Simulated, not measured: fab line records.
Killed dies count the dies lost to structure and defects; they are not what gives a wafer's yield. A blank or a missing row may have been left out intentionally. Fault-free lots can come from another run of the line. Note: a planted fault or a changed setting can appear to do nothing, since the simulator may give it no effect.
fab line records -- flow nand-harc
[record] lots = 13, wafers = 39, last-day = 33
route steps=1302 shown A_CONTACT@983 END@1302
lots with no fault: from the same line, run without faults
start-h: hours from the record's first day to the start of the lot's first wafer shown -- wait-h: how many hours have passed since the lot's step before this one -- " identical to the entry in the row above -- L1.1+2: one row covering several wafers at once -- - either no value or no given start -- * or withheld: withheld -- < > ~ a bound
route shown NAME@n: a module of which the file shows steps, and the number in the route of the first -- usual: mean/standard deviation of fault-free wafers -- same: alike in all rows -- chamber/n: place in a boat -- sites: readings site by site -- _std_site: how widely they spread, as a standard deviation -- _edge_site: inner sites' mean taken away from outer sites' mean -- radius-mm: for every site, how far away it sits from the centre of the wafer -- mask NAME#n: copy n -- behind: tool/chamber where the wafer was last shaped -- hold: the reason the lot was held/the length of the hold in hours/how it ended -- device: the n, p or np transistor that did not switch -- end of line: at the end of the route, the tests of the same wafers -- step lacking rows: just its recipe -- killed: dies that structure and defects cost at the first sort, which is not the same as the wafer's yield -- map: the dies of a wafer, with x for killed, . for not killed, _ for no die there
set.NAME: the setting that was run; set.NAME@STEP: the one run at that earlier step -- model.NAME: the simulator's own value behind a step, which no gauge read
the route's steps for a sample of lots (tables are steps, rows are wafers)
services: the hour from which a tool's chamber was out of use, counted from the record's first day as start-h (under 0 if before that day), plus the number of hours and why
[[steps]]
[step NHARC_A_CONTACT_DEP_24]
[recipe] target-thk-a = 5000, temp-c = 400, pressure-torr = 6.5, rf-w = 900, teos-flow-sccm = 161.4, flow-sccm = 2650, target-thk-nm = 500, gas = O2, material = SiO2
[usual] heater-power-w = 565/76, throttle-valve-pct = 15.9/0.46
lot.wafer,tool,chamber,start-h,wait-h,heater-power-w,throttle-valve-pct
L745.2,pecvd-01,0,483.37,0.1,521,15.9
L745.3,pecvd-01,1,483.37,0.1,438,15.8
L745.6,pecvd-01,1,483.37,0.1,451,15.8
L746.3,pecvd-04,0,486.26,0.1,563,16.2
L746.1,pecvd-04,2,486.26,0.1,651,16.4
L746.6,pecvd-04,2,486.26,0.1,649,16.6
L749.2,pecvd-03,0,527.52,0.1,674,16.7
L749.1,pecvd-03,1,527.52,0.1,607,15.5
L749.5,pecvd-03,1,527.52,0.1,638,15.9
L751.3,pecvd-03,2,543.24,0.1,535,16.1
L751.1,pecvd-03,0,543.24,0.1,654,16.6
L751.5,pecvd-03,2,543.24,0.1,558,16.3
L752.1,pecvd-04,1,543.27,0.1,555,15.1
L752.2,pecvd-04,0,543.27,0.1,633,16.3
L752.6,pecvd-04,1,543.27,0.1,580,15.3
L750.1,pecvd-04,0,548.93,0.1,543,16.6
L750.3,pecvd-04,1,548.93,0.1,613,15.6
L750.4,pecvd-04,1,548.93,0.1,468,15.6
L755.2,pecvd-04,1,592.67,0.1,592,15.5
L755.4,pecvd-04,2,592.67,0.1,638,16.5
L755.5,pecvd-04,0,592.67,0.1,553,16.2
L757.3,pecvd-03,2,596.49,0.1,464,15.2
L757.2,pecvd-03,0,596.49,0.1,667,16.8
L757.4,pecvd-03,2,596.49,0.1,499,15.3
L759.1,pecvd-04,1,626.59,0.1,616,15.6
L759.3,pecvd-04,2,626.59,0.1,646,16.6
L759.5,pecvd-04,1,626.59,0.1,626,15.7
L758.1,pecvd-01,0,626.59,0.1,551,16.5
L758.5,pecvd-01,1,626.59,0.1,477,15.7
L758.6,pecvd-01,2,626.59,0.1,510,15.8
L760.3,pecvd-03,1,637.83,0.2,525,15.6
L760.5,pecvd-03,0,637.83,0.2,670,16.8
L760.6,pecvd-03,1,637.83,0.2,548,15.8
L767.2,pecvd-03,1,713.11,0.1,655,15.9
L767.1,pecvd-03,2,713.11,0.1,557,15.4
L767.6,pecvd-03,1,713.11,0.1,494,15.9
L768.1,pecvd-01,1,713.12,0.1,453,15.4
L768.2,pecvd-01,2,713.12,0.1,568,15.5
L768.3,pecvd-01,0,713.12,0.1,515,15.9
[step NHARC_A_CONTACT_DEP_29]
[recipe] target-thk-a = 1000, target-thk-nm = 100, temp-c = 400, pressure-torr = 3.5, flow-sccm = 200, rf-w = 350, material = SiON
[usual] heater-power-w = 759/71
lot.wafer,tool,chamber,start-h,wait-h,heater-power-w
L745.3,pecvd-03,1,493.96,2.1,690
L745.2,pecvd-03,2,493.96,2.1,699
L745.6,pecvd-03,2,493.96,2.1,711
L746.1,pecvd-03,2,498.74,3.5,701
L746.3,pecvd-03,0,498.74,3.5,865
L746.6,pecvd-03,2,498.74,3.5,692
L749.1,pecvd-03,1,533.00,3.6,821
L749.2,pecvd-03,2,533.00,3.6,721
L749.5,pecvd-03,1,533.00,3.6,812
L751.3,pecvd-01,1,549.06,2.2,687
L751.1,pecvd-01,0,549.06,2.2,734
L751.5,pecvd-01,0,549.06,2.2,602
L752.1,pecvd-01,1,549.48,3.6,679
L752.2,pecvd-01,2,549.48,3.6,832
L752.6,pecvd-01,0,549.48,3.6,703
L750.3,pecvd-01,2,557.36,2.1,711
L750.1,pecvd-01,0,557.36,2.1,700
L750.4,pecvd-01,2,557.36,2.1,721
L755.2,pecvd-04,1,599.56,2.9,803
L755.4,pecvd-04,2,599.56,2.9,831
L755.5,pecvd-04,0,599.56,2.9,773
L757.2,pecvd-01,2,602.70,2.8,853
L757.3,pecvd-01,1,602.70,2.8,620
L757.4,pecvd-01,1,602.70,2.8,642
L759.1,pecvd-01,2,631.43,3.6,845
L759.3,pecvd-01,0,631.43,3.6,738
L759.5,pecvd-01,1,631.43,3.6,652
L758.1,pecvd-03,1,631.48,3.6,717
L758.6,pecvd-03,1,631.48,3.6,738
L758.5,pecvd-03,0,631.48,3.6,733
L760.3,pecvd-01,0,642.60,2.2,658
L760.6,pecvd-01,0,642.60,2.2,686
L760.5,pecvd-01,1,642.60,2.2,654
L767.2,pecvd-03,1,718.97,2.9,754
L767.1,pecvd-03,2,718.97,2.9,763
L767.6,pecvd-03,1,718.97,2.9,765
L768.1,pecvd-01,1,719.26,3.5,695
L768.2,pecvd-01,2,719.26,3.5,838
L768.3,pecvd-01,0,719.26,3.5,684
[step NHARC_A_CONTACT_ETCH_50]
[recipe] target-depth-a = 1210, time-s = 60.5, cf4-flow-sccm = 100, chf3-flow-sccm = 30, ar-flow-sccm = 0, rf-w = 500, bias-w = 200, chemistry = CF4/CHF3
[usual] drypump-motor-current-A = 5.9/0.62, oes-product-au = 0.960/0.016, rf-vpp-V = 370.6/2.2, showerhead-plenum-p-Torr = 1.58/0.066, throttle-valve-pct = 16.802/0.0092
lot.wafer,tool,chamber,start-h,wait-h,drypump-motor-current-A,oes-product-au,rf-hours-counter-h,rf-vpp-V,showerhead-plenum-p-Torr,throttle-valve-pct
L745.2,rie-diel-04,2,495.38,-,6.4,0.974,19,369.4,1.56,16.793
L745.3,rie-diel-04,3,495.38,-,6.5,0.978,20,369.0,1.54,16.789
L745.6,rie-diel-04,1,495.38,-,6.5,0.964,-,374.0,1.70,16.796
L746.1,rie-diel-03,2,500.04,-,4.9,0.965,9,372.2,1.57,16.815
L746.3,rie-diel-03,3,500.04,-,5.9,0.988,8,373.7,1.70,16.795
L746.6,rie-diel-03,3,500.04,-,5.9,0.985,-,374.0,1.70,16.787
L749.1,rie-diel-05,3,534.71,-,5.8,0.938,34,371.7,1.61,16.807
L749.2,rie-diel-05,2,534.71,-,5.4,0.948,30,369.7,1.56,16.802
L749.5,rie-diel-05,0,534.71,-,5.7,0.946,-,370.9,1.55,16.791
L751.1,rie-diel-04,2,550.49,-,6.4,0.978,1,370.5,1.56,16.819
L751.3,rie-diel-04,0,550.49,-,4.8,0.955,2,370.3,1.51,16.811
L751.5,rie-diel-04,2,550.49,-,6.4,0.989,-,371.9,1.56,16.806
L752.2,rie-diel-04,3,551.52,-,6.5,0.968,2,370.5,1.54,16.804
L752.1,rie-diel-04,0,551.52,-,4.8,0.967,3,369.0,1.51,16.793
L752.6,rie-diel-04,3,551.52,-,6.5,0.977,-,369.7,1.54,16.814
L750.3,rie-diel-04,2,558.74,-,6.4,0.969,3,371.0,1.56,16.787
L750.1,rie-diel-04,1,558.74,-,6.4,0.949,4,374.3,1.69,16.803
L750.4,rie-diel-04,0,558.74,-,4.8,0.959,-,368.5,1.51,16.800
L755.4,rie-diel-05,3,600.93,-,5.8,0.976,1,373.5,1.61,16.795
L755.2,rie-diel-05,0,600.93,-,5.7,0.989,2,368.4,1.55,16.788
L755.5,rie-diel-05,0,600.93,-,5.7,0.977,-,367.7,1.55,16.804
L757.4,rie-diel-05,0,604.01,-,5.7,0.966,3,369.7,1.55,16.804
L757.3,rie-diel-05,1,604.01,-,6.1,0.978,3,367.2,1.46,16.796
L757.2,rie-diel-05,3,604.01,-,5.8,0.961,2,370.0,1.61,16.800
L759.1,rie-diel-04,2,632.87,-,6.4,0.976,16,369.7,1.56,16.812
L759.3,rie-diel-04,3,632.87,-,6.5,0.982,14,369.1,1.54,16.795
L759.5,rie-diel-04,0,632.87,-,4.8,0.966,-,367.9,1.51,16.790
L758.1,rie-diel-05,0,633.02,-,5.7,0.853,14,369.0,1.54,16.792
L758.5,rie-diel-05,2,633.02,-,5.3,0.971,-,370.0,1.55,16.810
L758.6,rie-diel-05,3,633.02,-,5.7,0.962,-,371.9,1.60,16.800
L760.3,rie-diel-05,0,643.88,-,5.7,0.831,18,368.6,1.54,16.810
L760.5,rie-diel-05,0,643.88,-,5.7,0.833,-,370.5,1.54,16.816
L760.6,rie-diel-05,1,643.88,-,6.1,0.933,-,367.0,1.46,16.799
L767.1,rie-diel-04,1,720.38,-,6.5,0.951,0,372.9,1.69,16.810
L767.2,rie-diel-04,3,720.38,-,6.5,0.973,0,371.4,1.53,16.796
L767.6,rie-diel-04,1,720.38,-,6.5,0.958,-,372.2,1.69,16.787
L768.1,rie-diel-04,1,721.40,-,6.4,0.978,2,374.9,1.69,16.805
L768.2,rie-diel-04,3,721.40,-,6.5,0.955,1,369.4,1.53,16.809
L768.3,rie-diel-04,0,721.40,-,4.9,0.971,1,367.6,1.51,16.805
[step NHARC_A_CONTACT_ETCH_118]
[recipe] source-w = withheld, pressure-mtorr = 20, bias-v = 3000, time-s = 190, target-depth-a = 18500, ar-flow-sccm = withheld, c4f8-flow-sccm = withheld, o2-flow-sccm = withheld, chemistry = C4F8/O2/Ar
lot.wafer,tool,chamber,start-h,wait-h,rf-hours-counter-h
L745.2,har-cap-etch-03,0,497.89,0.1,35
L745.3,har-cap-etch-03,1,497.89,0.1,-
L745.6,har-cap-etch-03,1,497.89,0.1,-
L746.1,har-cap-etch-02,1,502.59,0.1,83
L746.3,har-cap-etch-02,1,502.59,0.1,-
L746.6,har-cap-etch-02,1,502.59,0.1,-
L749.1,har-cap-etch-02,0,537.24,0.1,94
L749.2,har-cap-etch-02,1,537.24,0.1,94
L749.5,har-cap-etch-02,0,537.24,0.1,-
L751.1,har-cap-etch-03,1,553.21,0.1,48
L751.3,har-cap-etch-03,0,553.21,0.1,-
L751.5,har-cap-etch-03,0,553.21,0.1,-
L752.2,har-cap-etch-01,1,554.04,0.1,8
L752.1,har-cap-etch-01,0,554.04,0.1,8
L752.6,har-cap-etch-01,1,554.04,0.1,-
L750.1,har-cap-etch-03,0,561.55,0.1,50
L750.4,har-cap-etch-03,1,561.55,0.1,-
L750.3,har-cap-etch-03,0,561.55,0.1,-
L755.2,har-cap-etch-01,0,603.50,0.1,17
L755.4,har-cap-etch-01,1,603.50,0.1,-
L755.5,har-cap-etch-01,1,603.50,0.1,-
L757.2,har-cap-etch-03,0,606.54,0.1,57
L757.4,har-cap-etch-03,0,606.54,0.1,-
L757.3,har-cap-etch-03,1,606.54,0.1,-
L759.1,har-cap-etch-03,0,635.40,0.1,63
L759.3,har-cap-etch-03,1,635.40,0.1,-
L759.5,har-cap-etch-03,0,635.40,0.1,-
L758.1,har-cap-etch-02,1,635.76,0.2,112
L758.5,har-cap-etch-02,0,635.76,0.2,-
L758.6,har-cap-etch-02,1,635.76,0.2,-
L760.3,har-cap-etch-03,0,646.47,0.1,-
L760.6,har-cap-etch-03,0,646.47,0.1,-
L760.5,har-cap-etch-03,1,646.47,0.1,-
L767.1,har-cap-etch-01,1,723.07,0.1,38
L767.2,har-cap-etch-01,0,723.07,0.1,38
L767.6,har-cap-etch-01,1,723.07,0.1,-
L768.1,har-cap-etch-02,1,723.93,0.1,127
L768.2,har-cap-etch-02,0,723.93,0.1,127
L768.3,har-cap-etch-02,1,723.93,0.1,-
[step NHARC_END_SORT_01]
[recipe] temp-c = 25
[usual] killed-at-array = 65/19, killed-at-other = 0.9/1.1, killed-at-periphery = 3.5/2.3, killed-dies = 69/19, killed-open = 3.2/1.8, killed-short = 2.4/1.5
[same] gross-dies = 677
lot.wafer,tool,chamber,start-h,wait-h,killed-at-array,killed-at-other,killed-at-periphery,killed-dies,killed-open,killed-short
L758.1,prober-02,0,714.74,2.5,166,0,5,171,4,1
L758.5,prober-02,0,717.98,3.7,45,0,6,51,2,4
L758.6,prober-02,0,718.79,4.1,51,0,3,54,0,1
L760.3,prober-01,0,716.35,3.1,187,0,4,191,1,1
L760.5,prober-01,0,717.97,3.7,196,0,1,197,3,1
L760.6,prober-01,0,718.77,4.0,27,1,2,30,2,7
// killed by level:class
L758.1 A_CONTACT:area-etch=113 A_CHANNEL_HOLE_D2:chamber-film-flake=19 A_CONTACT:chamber-film-flake=10 A_CHANNEL_HOLE_D1:chamber-film-flake=8 A_SGD_CUT:chamber-film-flake=5 A_WL_FILL:chamber-film-flake=4 P_GATE:chamber-film-flake=3 A_M0:geometric-particle:open=2
L760.3 A_CONTACT:area-etch=162 A_CHANNEL_HOLE_D1:chamber-film-flake=13 A_SLIT:chamber-film-flake=5 A_CONTACT:chamber-film-flake=4 P_GATE:chamber-film-flake=3 A_ONON_D2:geometric-particle:short=1 A_CHANNEL_FILL_D2:geometric-particle:open=1 P_ZERO_WELL:chamber-film-flake=1
L760.5 A_CONTACT:area-etch=162 A_CHANNEL_HOLE_D1:chamber-film-flake=12 A_STAIRCASE:chamber-film-flake=4 A_CONTACT:chamber-film-flake=4 A_SLIT:chamber-film-flake=3 A_CHANNEL_FILL_D2:geometric-particle:open=2 A_DECK1_JOINT:chamber-film-flake=2 A_M1:chamber-film-flake=2
L758.5 A_CHANNEL_HOLE_D2:chamber-film-flake=19 A_CHANNEL_HOLE_D1:chamber-film-flake=8 A_CONTACT:chamber-film-flake=8 P_GATE:chamber-film-flake=3 A_SGD_CUT:chamber-film-flake=2 A_M1:chamber-film-flake=2 P_GATE:geometric-particle:short=1 P_CONTACT:geometric-particle:open=1
L760.6 A_SLIT:chamber-film-flake=6 A_CONTACT:chamber-film-flake=5 A_CHANNEL_HOLE_D1:chamber-film-flake=4 A_ONON_D1:geometric-particle:short=2 P_ZERO_WELL:chamber-film-flake=2 A_DECK1_JOINT:chamber-film-flake=2 A_CHANNEL_FILL_D1:geometric-particle:short=1 A_ONON_D2:geometric-particle:short=1
L758.6 A_CHANNEL_HOLE_D2:chamber-film-flake=13 A_CHANNEL_HOLE_D1:chamber-film-flake=10 A_CONTACT:chamber-film-flake=8 A_SGD_CUT:chamber-film-flake=5 A_SLIT:chamber-film-flake=4 A_WL_FILL:chamber-film-flake=4 A_DECK1_JOINT:chamber-film-flake=2 A_CHANNEL_FILL_D2:chamber-film-flake=2
[[services]]
tool,chamber,start-h,hours,kind
rie-diel-03,-,459.55,9.0,pm
rie-diel-05,2,464.84,31.8,repair
pecvd-01,0,491.00,11.1,repair
pecvd-01,-,492.22,13.0,pm
har-cap-etch-02,-,495.24,1.5,repair
har-cap-etch-01,-,497.00,17.0,pm
rie-diel-04,1,502.51,8.2,repair
rie-diel-03,1,502.74,20.3,repair
pecvd-01,1,521.48,6.5,repair
rie-diel-04,-,531.90,9.0,pm
pecvd-03,-,547.57,13.0,pm
rie-diel-04,3,553.18,5.9,repair
pecvd-04,2,558.56,5.7,repair
rie-diel-04,-,581.88,0.7,repair
rie-diel-05,-,584.74,9.0,pm
pecvd-04,-,631.22,13.0,pm
rie-diel-04,1,637.44,7.2,repair
rie-diel-05,-,650.31,0.5,repair
rie-diel-04,0,663.33,5.6,repair
pecvd-01,-,673.22,13.0,pm
rie-diel-04,0,674.89,6.6,repair
pecvd-04,-,689.77,0.3,repair
rie-diel-05,1,698.23,15.0,repair
rie-diel-04,-,708.90,9.0,pm
[[key]]
[first-sign] step = NHARC_A_CONTACT_ETCH_50, reading = oes-product-au, direction = down, sigmas = 7.7, usual = 0.960, struck = 0.839
[effect] step = NHARC_END_SORT_01, reading = killed-at-array, direction = up, sigmas = 6.2, usual = 65, struck = 183
[more-kills-born-at] NHARC_A_CONTACT_ETCH_50@rie-diel-05 = 437
met-at NHARC_A_CONTACT_ETCH_50
struck-lots L758,L760
struck-wafers L758.1,L760.3,L760.5
tester-left-out L758,L760
not-acting-at NHARC_A_CONTACT_DEP_24,NHARC_A_CONTACT_DEP_29,NHARC_A_CONTACT_ETCH_118
onset-between 604.01 633.02
[fault] kind = process-parameter-drift, tool = rie-diel-05, chamber = 0, onset-h = 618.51, steps = NHARC_A_CONTACT_ETCH_50, channel = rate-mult, offset = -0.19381, shape = step, end-h = 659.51
// tester-left-out: of these lots the tester's yield and bins aren't shown, on N5 and GAA mostly nor the transistor test; their killed dies are dies lost to structure and defects alone, not to doping, threshold or leakage, so they don't give the yield
